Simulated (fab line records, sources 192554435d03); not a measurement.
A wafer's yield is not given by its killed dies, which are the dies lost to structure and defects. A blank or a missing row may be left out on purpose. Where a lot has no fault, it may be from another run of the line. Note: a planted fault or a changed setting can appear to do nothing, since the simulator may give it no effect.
Chamber matching ; flow n5Finfet ; N5_HKMG_FIN_CMP_23 on cmp-03 has 4 sister chambers
The step polishes, stops on SiNx, t overpolish 10 s, target thk 46.326 nm. 14 wafers are shown with their chamber, then 7 later ones without.

## WAFERS, EACH WITH ITS CHAMBER
wafer;chamber;motorCurrentA (A);timeToEndpointS (s);overpolishRunS (s)
L076.4;3;12.8;13.4;10.005
L076.5;1;14.0;11.9;10.002
L076.6;2;12.0;10.7;10.003
L080.3;1;13.1;12.8;9.987
L080.4;3;13.0;13.6;10.005
L080.5;0;12.4;11.4;10.006
L082.3;3;12.6;11.6;10.001
L082.5;2;12.7;10.0;10.006
L082.6;3;13.2;13.1;9.998
L088.4;3;12.4;11.2;10.014
L088.5;3;12.9;10.7;9.995
L088.6;0;12.1;12.4;9.997
L091.2;1;12.7;10.4;9.992
L091.4;3;12.4;13.8;9.997

SIGNATURES (means of the wafers above)
reading;chamber 0;chamber 1;chamber 2;chamber 3;scatter within a chamber
motorCurrentA;12.250;13.267;12.350;12.757;0.416
timeToEndpointS;11.900;11.700;10.350;12.486;1.16
overpolishRunS;10.00150;9.99367;10.00450;10.00214;0.00644
Rule: a wafer lies at a distance from a chamber equal to the root of the sum of squares, over the readings, of (its reading less the chamber's mean, divided by the reading's scatter). The wafer belongs to the nearest chamber; if the next one is less than 2 further off, it can't be placed. How the scatter is found: for the shown wafers, subtract from each reading the mean of its chamber, square and add these, divide the total by (wafers less chambers), then take the root.

## WAFERS WITHOUT THEIR CHAMBER
wafer;motorCurrentA (A);timeToEndpointS (s);overpolishRunS (s)
L091.6;12.4;10.4;9.999
L095.2;13.0;10.7;9.989
L095.5;11.9;10.1;9.996
L095.6;13.6;9.9;9.999
L096.2;12.9;12.1;10.010
L096.4;11.8;11.0;9.988
L096.5;13.2;12.7;10.011

## WHICH CHAMBER EACH WENT THROUGH
wafer;from the rows above;in truth
L091.6;can't be placed: 2 or 0 or 3 or 1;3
L095.2;can't be placed: 1 or 3 or 0 or 2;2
L095.5;can't be placed: 2 or 0 or 3 or 1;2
L095.6;can't be placed: 1 or 3 or 2 or 0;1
L096.2;can't be placed: 3 or 0 or 2 or 1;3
L096.4;can't be placed: 0 or 2 or 3 or 1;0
L096.5;can't be placed: 3 or 0 or 1 or 2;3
Placed correctly: 0 of 7. Cannot be placed on the basis of these rows: 7; the candidates contain the true chamber in 7. Number placed wrongly: 0.
